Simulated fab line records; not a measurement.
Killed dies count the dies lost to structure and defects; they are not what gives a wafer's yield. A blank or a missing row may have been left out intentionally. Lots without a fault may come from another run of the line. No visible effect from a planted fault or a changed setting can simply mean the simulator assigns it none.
Matching of chambers | flow n5-finfet | N5_ILD0_ALD_15 on ald-sin-03 has 4 sister chambers
The step deposits SiNx, target thk 24 nm, pulse time 1 s, ald cycles 480. 8 wafers are shown with their chamber, then 9 later ones without.

EACH WAFER AND ITS CHAMBER
wafer  | chamber | heater-power-w (W) | precursor-pulse-height-rel
L083.4 | 3       | 859                | 0.987
L084.3 | 1       | 817                | 1.014
L084.4 | 3       | 876                | 1.041
L091.1 | 0       | 806                | 0.998
L091.5 | 0       | 806                | 1.002
L093.1 | 1       | 830                | 0.979
L093.2 | 2       | 797                | 1.010
L093.5 | 2       | 787                | 0.995

WAFERS WITHOUT THEIR CHAMBER
wafer  | heater-power-w (W) | precursor-pulse-height-rel
L094.1 | 824                | 0.969
L094.2 | 798                | 0.982
L094.4 | 824                | 1.014
L096.2 | 824                | 0.978
L096.3 | 865                | 0.990
L096.6 | 775                | 0.959
L097.3 | 820                | 0.989
L097.5 | 858                | 0.988
L097.6 | 783                | 1.034

EACH ONE'S CHAMBER
wafer  | from the rows above          | in truth
L094.1 | can't be placed: 1 or 0      | 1
L094.2 | can't be placed: 2 or 0 or 1 | 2
L094.4 | can't be placed: 1 or 0      | 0
L096.2 | can't be placed: 1 or 0      | 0
L096.3 | 3                            | 3
L096.6 | can't be placed: 2 or 0      | 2
L097.3 | can't be placed: 1 or 0      | 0
L097.5 | 3                            | 3
L097.6 | can't be placed: 2 or 0      | 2
2 of 9 placed correctly. Cannot be placed on the basis of these rows: 7; the candidates contain the true chamber in 7. 0 placed wrongly.
How it was worked out, from the rows above alone: a wafer's distance from a chamber is the root of the sum, over the readings, of the square of ((its reading less the chamber's mean) divided by the reading's scatter). The wafer belongs to the nearest chamber; if the next one is less than 2 further off, it can't be placed. For every chamber, the mean is computed from those of its wafers that are shown. The scatter is the square root of a quotient: the sum, over the shown wafers, of each reading's squared deviation from its chamber's mean, divided by wafers minus chambers.
